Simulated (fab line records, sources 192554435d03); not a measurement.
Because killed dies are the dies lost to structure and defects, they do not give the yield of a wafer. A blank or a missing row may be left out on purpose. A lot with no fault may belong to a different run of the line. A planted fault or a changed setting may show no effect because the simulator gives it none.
What tool caused it? / flow n5_finfet / route of 1938 steps, sampled at 1 step: 23 lots, 69 wafers

## WHAT EACH GAUGE READ, for each wafer
N5_HKMG_FIN_CD_MEAS_49 targets a cd of 202 nm. Usual: cd_nm reads 202.0 nm (standard deviation 0.55).
lot=L074; measured=day 4 02:37; on=cd_sem-01; cd_nm (nm)=202.0 202.3 201.7; flag=
lot=L075; measured=day 4 05:35; on=cd_sem-02; cd_nm (nm)=202.0 201.8 202.2; flag=
lot=L076; measured=day 4 10:30; on=cd_sem-03; cd_nm (nm)=201.8 201.8 201.3; flag=
lot=L077; measured=day 4 21:32; on=cd_sem-01; cd_nm (nm)=202.4 202.1 202.8; flag=
lot=L078; measured=day 4 22:58; on=cd_sem-01; cd_nm (nm)=202.0 202.7 201.5; flag=
lot=L079; measured=day 5 08:16; on=cd_sem-01; cd_nm (nm)=200.7 200.5 200.8; flag=
lot=L080; measured=day 5 14:08; on=cd_sem-02; cd_nm (nm)=202.1 201.9 202.2; flag=
lot=L081; measured=day 5 21:28; on=cd_sem-01; cd_nm (nm)=201.9 201.6 200.9; flag=
lot=L082; measured=day 5 23:57; on=cd_sem-01; cd_nm (nm)=202.2 202.2 202.3; flag=
lot=L083; measured=day 6 07:37; on=cd_sem-02; cd_nm (nm)=202.2 202.1 201.3; flag=
lot=L084; measured=day 6 11:06; on=cd_sem-02; cd_nm (nm)=201.1 201.6 202.3; flag=
lot=L085; measured=day 6 18:51; on=cd_sem-03; cd_nm (nm)=202.7 202.9 203.9; flag=
lot=L086; measured=day 7 06:05; on=cd_sem-01; cd_nm (nm)=202.7 202.7 201.8; flag=
lot=L087; measured=day 7 10:04; on=cd_sem-03; cd_nm (nm)=202.3 201.7 201.5; flag=
lot=L088; measured=day 7 11:30; on=cd_sem-03; cd_nm (nm)=201.6 201.4 200.8; flag=
lot=L089; measured=day 8 05:02; on=cd_sem-01; cd_nm (nm)=202.3 202.2 202.2; flag=
lot=L090; measured=day 8 05:29; on=cd_sem-02; cd_nm (nm)=202.2 202.1 201.3; flag=
lot=L091; measured=day 8 07:27; on=cd_sem-01; cd_nm (nm)=202.2 202.7 202.0; flag=
lot=L092; measured=day 8 11:52; on=cd_sem-01; cd_nm (nm)=203.1 202.9 202.4; flag=
lot=L093; measured=day 8 17:44; on=cd_sem-01; cd_nm (nm)=201.5 201.7 201.7; flag=
lot=L094; measured=day 9 04:07; on=cd_sem-03; cd_nm (nm)=202.7 201.8 202.1; flag=
lot=L095; measured=day 9 04:58; on=cd_sem-01; cd_nm (nm)=202.7 202.5 202.2; flag=
lot=L097; measured=day 9 16:55; on=cd_sem-03; cd_nm (nm)=201.8 202.5 201.8; flag=

## TOOL THAT RAN EACH LOT (tool first, then ch and the chambers of the sampled wafers, then the start)
Before these readings, the record contains no process step.

## AS READ BY THE TOOLS THEMSELVES (means over the sampled wafers that have a number; for cases with no such wafer, the mark the record gives instead)
The record holds no such reading with a usual standard deviation.

## THE ANSWER, worked out from the rows above alone
Rule: take the mean of a lot's wafers that have a number; if it is more than 3 standard deviations from the usual mean, the lot is off. A lot without any number at a reading at which 4 lots or more have one is off too. The other lots that the step has rows for count as sound. After the gauges, taken in route order, come the tools' own readings; for these a lot's mean is taken, as printed above. The first step at which some lot is off is used, and at that step the reading that is off furthest; a lot without a number counts as furthest.
None of the lots is off at any reading shown; this tells nothing.

## WHAT WAS PUT IN BY THE SIMULATOR
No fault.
